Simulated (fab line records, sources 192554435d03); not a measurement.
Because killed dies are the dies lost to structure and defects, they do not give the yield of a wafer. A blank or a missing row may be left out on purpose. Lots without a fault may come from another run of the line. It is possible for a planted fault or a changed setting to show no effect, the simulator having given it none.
Which tool did it? -- flow n5-finfet -- 12 lots, 36 wafers sampled, at 1 step of a route of 1938

== WHAT EACH GAUGE READ, for each wafer ==
N5_SD_ACTIVATION_RS_MEAS_03: a four-point-probe measurement.
lot,measured,on,RS_SD_N (ohm/sq)
L075,day 3 17:59,film-metro-01,21.84 21.72 21.43
L077,day 4 06:12,film-metro-02,22.55 22.00 22.33
L079,day 4 17:34,film-metro-02,21.64 21.68 21.65
L081,day 5 05:35,film-metro-01,21.69 21.44 21.96
L083,day 5 19:53,film-metro-02,21.86 22.04 21.91
L085,day 6 07:54,film-metro-02,21.78 22.22 22.09
L087,day 6 19:39,film-metro-02,22.09 21.66 22.10
L089,day 7 04:49,film-metro-01,22.17 21.91 22.31
L091,day 7 18:05,film-metro-01,22.09 21.83 21.87
L093,day 8 07:54,film-metro-01,21.84 22.08 22.22
L095,day 8 15:41,film-metro-01,21.38 21.57 21.51
L097,day 9 08:52,film-metro-01,21.89 22.21 22.27

== TOOL THAT RAN EACH LOT (tool first, then ch and the chambers of the sampled wafers, then the start) ==
Record: no process step prior to these readings.

== THE ANSWER, worked out from the rows above alone ==
Rule: the lots themselves supply what counts as usual. Put in order of their means at a reading, lots are off if they are a third of the lots or fewer, leave a main group of 4 or more, and stand apart from it by a gap of 3 or more times the standard deviation of the main group's means; of several such gaps the widest counts. The tables above print the reading to a certain number of digits; a main group whose means all agree to those digits is not used. Also off: a lot with no number at a reading for which 4 or more lots have one. Where the step has rows for the other lots, those lots are counted as sound.
Across all readings shown, no lot is off: no conclusion can be drawn from this.

== WHAT HAD BEEN PUT IN BY THE SIMULATOR ==
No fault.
